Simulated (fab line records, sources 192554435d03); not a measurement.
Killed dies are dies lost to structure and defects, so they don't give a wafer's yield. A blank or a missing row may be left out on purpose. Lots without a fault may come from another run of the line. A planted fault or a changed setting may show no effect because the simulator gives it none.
fab line records | flow n5_finfet
record lots=12 wafers=35 last_day=17
route steps=1938 shown SD_EPI_N@281 SD_EPI_P@306 PASSIVATION@1936
lots that met no fault: from a run of the same line without faults
start_h: hours from the record's first day to the start of the lot's first wafer shown | wait_h: hours since the lot's step before | " the same as in the row above | L1.1+2: a row that stands for several wafers | - no value, or no start given | * or withheld: withheld | < > ~ a bound
route shown NAME@n: a module of which the file shows steps, and the number in the route of the first | usual: mean/standard deviation of fault-free wafers | same: alike in all rows | chamber/n: place in a boat | sites: the reading at each site | _std_site: their standard deviation | _edge_site: outer sites' mean less inner sites' | radius_mm: how far each site lies from the wafer's centre | mask NAME#n: copy n | behind: the tool/chamber that last shaped the wafer | hold: why the lot was held/for how many hours/how that ended | device: the transistor (n, p or np) that didn't switch | end of line: the same wafers' tests at the end of the route | a step without rows: its recipe alone | killed: dies lost to structure and defects at the first sort, not the wafer's yield | map: a wafer's dies, x killed, . not, _ none there
set.NAME: the setting as run; set.NAME@STEP: as run at that earlier step | model.NAME: the simulator's own value behind a step, which no gauge read
steps of the route over a sample of lots; a table a step, a row a wafer
services: from which hour (start_h, from the record's first day; less than 0 if before it) a tool's chamber was out of use, for how many hours, and why
## steps
# step N5_SD_EPI_N_SD_RECESS_17
# recipe chemistry=HBr/Cl2/O2 target_depth_a=410 mask_material=SOC time_s=23.7 bt_time_s=3 pressure_mtorr=10 icp_w=800 bias_w=112 HBr_flow_sccm=150 Cl2_flow_sccm=80 O2_flow_sccm=12
# usual drypump_motor_current_A=5.9/0.59 oes_product_au=0.996/0.013 throttle_valve_pct=37.1/0.42
# same time_s=23.7
# columns lot.wafer tool chamber start_h wait_h drypump_motor_current_A oes_product_au rf_hours_counter_h throttle_valve_pct
L452.3 rie_si-04 2 48.49 0.0 5.8 1.003 0 37.4
L452.4 " 1 " " 5.1 1.005 135 36.9
L452.5 " 0 " " 6.6 0.991 - 36.5
L454.2 rie_si-02 0 62.57 0.0 4.9 0.980 120 37.0
L454.3 " 1 " " 5.7 0.997 5 36.6
L454.6 " 1 " " 5.7 1.002 - 36.6
L457.3 rie_si-02 0 81.33 0.0 4.9 0.974 121 37.0
L457.4 " 1 " " 5.7 0.995 6 36.6
L457.5 " 3 " " 6.2 0.982 - 37.2
L458.2 rie_si-04 1 86.29 0.0 5.1 1.007 136 36.9
L458.4 " 2 " " 5.9 0.999 1 37.4
L458.6 " 0 " " 6.6 0.994 - 36.5
L463.2 rie_si-02 0 116.99 0.0 4.9 0.974 122 37.0
L463.3 " 2 " " 6.6 1.007 164 37.4
L463.6 " 2 " " 6.6 0.999 - 37.4
L466.1 rie_si-03 0 135.48 0.0 6.8 0.996 57 38.1
L466.4 " 0 " " 6.8 0.993 - 38.2
L466.5 " 3 " " 5.4 0.982 - 36.8
L469.1 rie_si-04 1 152.19 0.0 5.1 0.998 137 37.0
L469.3 " 2 " " 5.9 0.997 2 37.4
L470.2 rie_si-02 1 158.46 0.0 5.7 1.004 7 36.6
L470.4 " 0 " " 4.9 0.967 122 37.1
L470.5 " 0 " " 4.9 0.969 - 37.1
L472.2 rie_si-02 3 168.57 0.0 6.2 0.984 124 37.2
L472.4 " 1 " " 5.7 1.006 7 36.6
L472.6 " 3 " " 6.2 0.975 - 37.2
L473.1 rie_si-03 1 176.68 0.0 6.6 1.004 146 37.6
L473.2 " 0 " " 6.8 0.997 58 38.2
L473.4 " 2 " " 5.3 0.991 145 36.9
L474.1 rie_si-02 2 183.45 0.0 6.6 1.000 165 37.4
L474.5 " 3 " " 6.1 0.982 - 37.2
L474.6 " 2 " " 6.6 1.007 - 37.4
L475.2 rie_si-04 1 188.33 0.0 5.1 0.996 137 37.0
L475.5 " 1 " " 5.1 1.007 - 37.0
L475.6 " 0 " " 6.5 1.006 - 36.5
# step N5_SD_EPI_N_EPI_MEAS_23
# recipe mode=xrd
# usual thk_nm=59.1/1.1
# columns lot.wafer tool chamber start_h wait_h thk_nm
L452.3 film_metro-02 - 51.94 1.2 61.0
L452.4 " - " " 56.6
L452.5 " - " " 57.3
L454.2 film_metro-01 - 65.30 1.2 58.7
L454.3 " - " " 56.7
L454.6 " - " " 59.4
L457.3 film_metro-01 - 84.03 0.9 61.0
L457.4 " - " " 58.0
L457.5 " - " " 58.4
L458.2 film_metro-01 - 89.23 1.2 57.7
L458.4 " - " " 59.3
L458.6 " - " " 58.8
L463.2 film_metro-01 - 120.44 1.5 58.8
L463.3 " - " " 59.4
L463.6 " - " " 58.9
L466.1 film_metro-02 - 138.18 1.4 60.7
L466.4 " - " " 57.4
L466.5 " - " " 59.6
L469.1 film_metro-01 - 155.64 1.9 58.1
L469.3 " - " " 57.6
L470.2 film_metro-02 - 161.92 1.5 58.0
L470.4 " - " " 58.7
L470.5 " - " " 60.1
L472.2 film_metro-02 - 171.30 1.2 58.8
L472.4 " - " " 60.5
L472.6 " - " " 58.6
L473.1 film_metro-02 - 179.41 1.5 61.9
L473.2 " - " " 57.3
L473.4 " - " " 60.7
L474.1 film_metro-02 - 186.17 1.5 59.9
L474.5 " - " " 59.4
L474.6 " - " " 59.0
L475.2 film_metro-01 - 191.05 1.2 59.1
L475.5 " - " " 59.9
L475.6 " - " " 59.8
# step N5_SD_EPI_P_DESCUM_14
# recipe chemistry=O2 time_s=7.9 source_power_w=50 bias_power_w=20 pressure_mtorr=20 rf_frequency_hz=2.712e+07 temp_c=40 resist=CAR-ArF-block o2_flow_sccm=225
# usual drypump_motor_current_A=5.6/0.33 oes_product_au=0.81/0.1 rf_vpp_V=243.8/1.1 showerhead_plenum_p_Torr=2.13/0.043 throttle_valve_pct=20.26/0.25
# same time_s=7.9
# columns lot.wafer tool chamber start_h wait_h drypump_motor_current_A oes_product_au rf_hours_counter_h rf_vpp_V showerhead_plenum_p_Torr throttle_valve_pct
L452.3 rie_diel-05 1 52.98 0.0 5.6 0.98 2 244.6 2.15 20.17
L452.4 " 1 " " 5.6 0.98 - 243.4 2.15 20.17
L452.5 " 2 " " 5.7 0.68 - 244.1 2.14 20.40
L454.2 rie_diel-01 3 66.53 0.0 6.2 0.68 227 242.9 2.07 20.29
L454.3 " 1 " " 5.7 0.92 23 245.5 2.24 20.41
L454.6 " 2 " " 5.8 0.98 - 242.5 2.09 20.73
L457.3 rie_diel-05 3 85.07 0.0 5.8 0.72 227 243.8 2.14 20.04
L457.4 " 2 " " 5.6 0.68 246 245.3 2.13 20.43
L457.5 " 3 " " 5.8 0.71 - 244.0 2.14 20.03
L458.2 rie_diel-01 0 90.27 0.0 5.6 0.70 211 242.0 2.06 20.43
L458.4 " 3 " " 6.2 0.67 234 242.5 2.06 20.31
L458.6 " 3 " " 6.2 0.67 - 243.9 2.07 20.30
L463.2 rie_diel-01 2 121.49 0.0 5.8 0.92 20 242.2 2.08 20.75
L463.3 " 0 " " 5.6 0.69 220 243.8 2.06 20.44
L463.6 " 0 " " 5.6 0.69 - 243.9 2.06 20.44
L466.1 rie_diel-01 1 139.12 0.0 5.7 0.89 46 245.7 2.23 20.45
L466.4 " 2 " " 5.8 0.92 26 242.5 2.08 20.75
L466.5 " 0 " " 5.6 0.69 - 242.3 2.06 20.46
L469.1 rie_diel-01 2 156.56 0.0 5.8 0.90 32 244.0 2.08 20.77
L469.3 " 1 " " 5.7 0.86 52 245.6 2.23 20.47
L470.2 rie_diel-05 0 163.75 0.5 5.0 0.71 208 243.6 2.17 20.35
L470.4 " 0 " " 5.0 0.72 - 246.1 2.17 20.35
L470.5 " 2 " " 5.7 0.94 - 243.9 2.12 20.01
L472.2 rie_diel-05 1 172.33 0.0 5.6 0.88 42 245.0 2.13 20.23
L472.4 " 3 " " 5.8 0.97 0 243.0 2.13 19.68
L472.6 " 3 " " 5.8 0.95 - 243.8 2.13 19.69
L473.1 rie_diel-05 0 180.91 0.2 5.0 0.70 214 244.2 2.17 20.37
L473.2 " 1 " " 5.6 0.87 44 242.4 2.13 20.24
L473.4 " 3 " " 5.8 0.91 4 242.8 2.13 19.69
L474.1 rie_diel-05 3 187.24 0.2 5.8 0.91 5 244.3 2.13 19.70
L474.5 " 3 " " 5.8 0.91 - 243.1 2.13 19.70
L474.6 " 0 " " 5.0 0.70 - 244.1 2.17 20.36
L475.2 rie_diel-05 2 192.10 0.0 5.7 0.92 27 244.5 2.12 20.03
L475.5 " 3 " " 5.8 0.89 - 244.0 2.13 19.69
L475.6 " 2 " " 5.7 0.92 - 243.0 2.12 20.03
# step N5_SD_EPI_P_SD_RECESS_17
# recipe chemistry=HBr/Cl2/O2 target_depth_a=391 bt_time_s=3 pressure_mtorr=10 icp_w=800 bias_w=112 HBr_flow_sccm=150 Cl2_flow_sccm=80 O2_flow_sccm=12
# usual drypump_motor_current_A=5.69/0.29 oes_product_au=1.003/0.014 throttle_valve_pct=36.9/0.46
# columns lot.wafer tool chamber start_h wait_h drypump_motor_current_A oes_product_au rf_hours_counter_h throttle_valve_pct
L452.3 rie_si-01 1 53.67 0.0 5.90 0.992 171 36.2
L452.4 " 1 " " 5.92 1.003 - 36.2
L452.5 " 2 " " 5.69 0.978 - 37.2
L454.2 rie_si-06 3 67.22 0.0 5.47 1.012 24 36.5
L454.3 " 2 " " 5.75 0.998 75 37.7
L454.6 " 3 " " 5.46 1.014 - 36.5
L457.3 rie_si-06 0 85.76 0.0 5.88 1.021 1 36.7
L457.4 " 3 " " 5.48 1.011 25 36.5
L457.5 " 3 " " 5.48 1.018 - 36.5
L458.2 rie_si-06 2 90.96 0.0 5.76 0.993 76 37.7
L458.4 " 3 " " 5.48 1.011 25 36.5
L458.6 " 0 " " 5.90 1.011 - 36.7
L463.2 rie_si-06 0 122.17 0.0 5.89 1.143 1 36.6
L463.3 " 3 " " 5.45 1.012 25 36.5
L463.6 " 2 " " 5.74 1.004 - 37.7
L466.1 rie_si-06 0 139.80 0.0 5.90 1.136 2 36.6
L466.4 " 2 " " 5.75 1.006 77 37.7
L466.5 " 3 " " 5.46 1.013 - 36.5
L469.1 rie_si-06 3 157.24 0.0 5.47 1.151 26 36.4
L469.3 " 0 " " 5.89 1.018 2 36.7
L470.2 rie_si-01 1 164.43 0.0 5.91 0.999 173 36.2
L470.4 " 2 " " 5.71 0.973 13 37.1
L470.5 " 0 " " 5.24 1.021 - 37.0
L472.2 rie_si-01 2 173.02 0.0 5.71 0.974 13 37.1
L472.4 " 3 " " 5.91 1.025 180 37.0
L472.6 " 3 " " 5.92 1.020 - 37.1
L473.1 rie_si-01 2 181.59 0.0 5.69 0.978 14 37.2
L473.2 " 3 " " 5.94 1.024 180 37.1
L473.4 " 1 " " 6.00 1.000 173 36.2
L474.1 rie_si-05 1 187.93 0.0 6.02 0.998 137 36.8
L474.5 " 2 " " 5.44 1.005 - 36.4
L474.6 " 3 " " 5.05 0.991 - 37.7
L475.2 rie_si-05 1 192.78 0.0 6.00 0.991 137 36.8
L475.5 " 2 " " 5.47 0.997 - 36.4
L475.6 " 3 " " 5.03 0.995 - 37.7
# step N5_PASSIVATION_PROBE_49
# usual killed_at_M0_to_M3=34/8.9 killed_at_M4_up=13/4.6 killed_at_contacts=12/5.5 killed_at_front_end=41/11 killed_at_other=3.1/2.9 killed_dies=102/16 killed_open=66/11 killed_short=34/7.6
# same gross_dies=1180 killed_at_back_side=0
# columns lot.wafer tool chamber start_h wait_h killed_at_M0_to_M3 killed_at_M4_up killed_at_contacts killed_at_front_end killed_at_other killed_dies killed_open killed_short
L452.3 prober-02 - 264.56 0.1 32 9 6 41 0 88 59 26
L452.4 prober-02 - 264.61 0.2 50 6 4 56 8 124 74 50
L452.5 prober-02 - 264.66 0.2 35 6 25 41 7 114 69 45
# killed by level:class
L452.3 BEOL_M3:geometric_particle:open=14 FIN_SAQP:geometric_particle:open=10 FIN_SAQP:geometric_particle:short=6 BEOL_M1:geometric_particle:open=6 MOL_CONTACT_COAG:geometric_particle:open=5 GATE_CUT:geometric_particle:short=4 BEOL_M2:geometric_particle:open=4 STI_FIN_REVEAL:geometric_particle:open=3
L452.4 BEOL_M0_SAQP:geometric_particle:open=17 BEOL_M0_SAQP:geometric_particle:short=11 FIN_SAQP:geometric_particle:short=9 FIN_SAQP:geometric_particle:open=9 GATE_CUT:geometric_particle:short=8 BEOL_M1:geometric_particle:open=6 STI_FIN_REVEAL:geometric_particle:open=5 DUMMY_GATE:geometric_particle:open=5
L452.5 MOL_CONTACT_COAG:geometric_particle:open=19 BEOL_M2:geometric_particle:open=9 FIN_SAQP:geometric_particle:open=8 BEOL_M0_SAQP:geometric_particle:short=8 BEOL_M3:geometric_particle:open=8 GATE_CUT:geometric_particle:short=6 GATE_CUT:geometric_particle:open=6 MOL_CONTACT_COAG:geometric_particle:short=6
## services
# columns tool chamber start_h hours kind
rie_diel-05 1 25.35 - clean
rie_diel-05 1 25.35 - consumable_replace:focus_ring
rie_diel-05 1 25.35 22.3 scheduled_down
rie_diel-05 1 25.35 22.3 vent_cycle
rie_diel-05 - 42.56 2.8 pm
rie_si-05 1 44.73 1.0 repair
rie_diel-05 0 48.06 8.5 repair
rie_si-01 3 50.64 5.8 repair
rie_si-05 3 73.72 4.7 repair
rie_diel-01 2 78.79 3.0 repair
rie_diel-05 2 97.64 - clean
rie_diel-05 2 97.64 - consumable_replace:focus_ring
rie_diel-05 2 97.64 18.7 scheduled_down
rie_diel-01 - 100.88 0.9 repair
rie_si-05 0 104.16 2.8 repair
rie_si-06 - 108.52 0.1 repair
rie_si-03 - 109.71 0.8 repair
rie_si-06 1 114.25 13.2 repair
rie_si-02 0 122.37 3.4 repair
rie_si-05 3 127.23 6.0 repair
rie_si-03 1 134.50 7.3 repair
rie_diel-05 3 154.00 3.5 repair
rie_si-06 3 175.58 8.2 repair
rie_si-02 - 180.11 0.2 repair
## key
first_sign step=N5_SD_EPI_P_SD_RECESS_17 reading=oes_product_au direction=up sigmas=9.7 usual=1.003 struck=1.143
effect none on later readings
met_at N5_SD_EPI_P_SD_RECESS_17
struck_lots L463,L466,L469
struck_wafers L463.2,L466.1,L469.1
tester_left_out L463,L466,L469
not_acting_at N5_SD_EPI_N_SD_RECESS_17,N5_SD_EPI_N_EPI_MEAS_23,N5_SD_EPI_P_DESCUM_14
onset_between 90.96 122.17
fault kind=process_parameter_drift tool=rie_si-06 chamber=- onset_h=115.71 steps=N5_SD_EPI_P_SD_RECESS_17 channel=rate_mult offset=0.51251 shape=step end_h=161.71 scope=struck_wafers_only
# tester_left_out: of these lots the tester's yield and bins aren't shown, on N5 and GAA mostly nor the transistor test; their killed dies are dies lost to structure and defects alone, not to doping, threshold or leakage, so they don't give the yield
